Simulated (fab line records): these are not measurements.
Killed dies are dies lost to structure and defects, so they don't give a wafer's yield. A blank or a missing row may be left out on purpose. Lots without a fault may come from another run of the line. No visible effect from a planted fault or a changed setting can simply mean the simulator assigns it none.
A lot that was struck, set against a sound lot :: flow n5Finfet :: 20 steps out of a route of 1938
Sound: the wafers L569.1, L569.2, L569.4. The struck wafers were L578.1, L578.2, L578.3. The cause comes at the end.
Order at every step that has rows: each side's tool, ch and its chambers, its first start. Under that, the readings that differ: sound wafers :: struck wafers :: difference of the means :: sigmas: that difference in standard deviations of wafers without a fault.
alike: a reading whose means differ by less than 2 such deviations, as well as words and numbers matching on both sides. not compared: withheld readings; readings where some wafer has no value; bounds like >300 that might hide an equal value; numbers whose values overlap and for which the record gives no deviation.
The two part at a step that has a row with sigmas, a row that says differs or no value, or rows on one side only. Numbers that don't overlap but have no deviation are shown without sigmas and don't part them. A reading that every wafer of one side lacks parts them only if that side has two wafers or more.

first, 8 steps without rows for these wafers: N5_BEOL_M12_DESCUM_15 (chemistry O2, time 7.9 s); N5_BEOL_M12_ETCH_59 (etches BARC in N2/H2, target depth 89 nm, overetch 26.7 nm, time 67.9 s); N5_BEOL_M12_VIA_ETCH_16 (etches SiOC in C4F8/O2/Ar, target depth 724.8 nm); N5_BEOL_M12_STRIP_63 (strips in N2/H2); N5_BEOL_M12_STRIP_64 (strips in N2/H2); N5_BEOL_M12_STRIP_71 (strips in post etch residue remover, time 60 s); N5_BEOL_M12_SRD_72 (time 30 s, dry time 30 s); N5_BEOL_M12_COAT_65 (time 60 s, resist thk 300 nm).
N5_BEOL_M12_COAT_66: time 60 s, resist thk 110 nm.
  sound on lithoTrack-03 ch 0, day 14 11:55; struck on lithoTrack-03 ch 0, day 16 06:07
reading: spinSpeedRpm (rpm)
sound: 1500.6 1499.9 1500.4
struck: 1593.7 1595.8 1595.1
difference: +94.6
sigmas: +99 or more

reading: model.SiARC_of_BEOL_M12_COAT_66.thkNm (nm)
sound: 109.6 110 109.8
struck: 107.4 107.4 107
difference: -2.5
sigmas: 
  alike: chillPlateTempC, plateTempC
then, 8 steps without rows for these wafers: N5_BEOL_M12_COAT_22 (resist thk 300 nm); N5_BEOL_M12_EBR_24; N5_BEOL_M12_SOFTBAKE_23 (time 60 s); N5_BEOL_M12_EXPOSE_25 (exposes mask M12); N5_BEOL_M12_PEB_26 (peb time 90 s); N5_BEOL_M12_DEVELOP_27 (develop time 45 s); N5_BEOL_M12_HARDBAKE_32 (time 120 s); N5_BEOL_M12_DESCUM_33 (chemistry O2, time 7.9 s).
N5_BEOL_M12_ETCH_67: etches SiARC in CF4, target depth 143 nm, time 238.3 s.
  sound on rieDiel-03 ch 1,2,3, day 14 12:20; struck on rieDiel-01 ch 0,1,3, day 16 06:32
reading: model.etch.depthNm (nm)
sound: 109.6 109.9 109.8
struck: 107.5 107.4 107
difference: -2.5
sigmas: 
  alike: drypumpMotorCurrentA, etchRfOnTimeS, oesProductAu, rfVppV, showerheadPlenumPTorr, throttleValvePct
  not compared: rfHoursCounterH, model.coat_of_BEOL_M12_COAT_22.thkNm
N5_BEOL_M12_ETCH_68: etches SOC in N2/H2, time 285 s.
  sound on rieDiel-03 ch 1,2,3, day 14 12:29; struck on rieDiel-01 ch 0,1,3, day 16 06:41
reading: model.SiARC_of_BEOL_M12_COAT_66.thkNm (nm)
sound: 85 85.4 85.2
struck: 83.8 83 82.6
difference: -2.1
sigmas: 
  alike: drypumpMotorCurrentA, oesProductAu, rfVppV, showerheadPlenumPTorr, throttleValvePct
  not compared: rfHoursCounterH
then, 1 step without rows for these wafers: N5_BEOL_M12_STRIP_69 (strips in N2/H2).

WHERE THEY PART
Within this record, at N5_BEOL_M12_COAT_66 only. Later steps at which nothing parts them and some readings are alike: N5_BEOL_M12_ETCH_67, N5_BEOL_M12_ETCH_68.

WHY: whatever the simulator had introduced
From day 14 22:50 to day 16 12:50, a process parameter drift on lithoTrack-03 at N5_BEOL_M12_COAT_66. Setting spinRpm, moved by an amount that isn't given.
